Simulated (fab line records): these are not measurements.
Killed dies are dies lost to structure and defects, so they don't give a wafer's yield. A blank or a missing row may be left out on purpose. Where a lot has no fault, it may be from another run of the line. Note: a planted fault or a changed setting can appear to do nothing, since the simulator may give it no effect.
Chamber matching | flow nand-harc | NHARC_A_ZERO_WELL_ETCH_19 on rie-diel-05 has 4 sister chambers
The step etches the open film in N2/H2, target depth 80 nm, overetch 24 nm, time 87.88 s. 8 wafers are shown with their chamber, then 12 later ones without.

WAFERS PAIRED WITH THEIR CHAMBERS
wafer  | chamber | drypump-motor-current-A (A) | rf-vpp-V (V)
L090.4 | 0       | 5.3                         | 435
L091.4 | 1       | 5.7                         | 433
L092.3 | 1       | 5.7                         | 433
L092.4 | 3       | 5.1                         | 427
L092.5 | 2       | 6.0                         | 432
L094.2 | 2       | 5.9                         | 430
L094.3 | 3       | 5.1                         | 427
L094.4 | 0       | 5.2                         | 434

WAFERS MISSING THEIR CHAMBER
wafer  | drypump-motor-current-A (A) | rf-vpp-V (V)
L093.2 | 5.7                         | 434
L093.3 | 5.9                         | 430
L093.5 | 5.2                         | 434
L095.1 | 5.7                         | 433
L095.2 | 5.1                         | 427
L095.3 | 5.3                         | 435
L096.1 | 5.9                         | 431
L096.2 | 5.3                         | 434
L096.5 | 5.1                         | 426
L097.2 | 5.3                         | 435
L097.4 | 5.7                         | 432
L097.6 | 5.3                         | 434

CHAMBER TAKEN BY EACH
wafer  | from the rows above | in truth
L093.2 | 1                   | 1
L093.3 | 2                   | 2
L093.5 | 0                   | 0
L095.1 | 1                   | 1
L095.2 | 3                   | 3
L095.3 | 0                   | 0
L096.1 | 2                   | 2
L096.2 | 0                   | 0
L096.5 | 3                   | 3
L097.2 | 0                   | 0
L097.4 | 1                   | 1
L097.6 | 0                   | 0
Placed correctly: 12 of 12. Number that these rows cannot place: 0. Number placed wrongly: 0.
How it was worked out, from the rows above alone: a wafer's distance from a chamber is the root of the sum, over the readings, of the square of ((its reading less the chamber's mean) divided by the reading's scatter). If the next closest chamber is less than 2 further off than the closest, the wafer can't be placed; otherwise it belongs to the closest. The mean given for a chamber averages the wafers shown for that chamber. The scatter: the root of (the sum of the squares of (reading less its chamber's mean) over the shown wafers, divided by (wafers less chambers)).
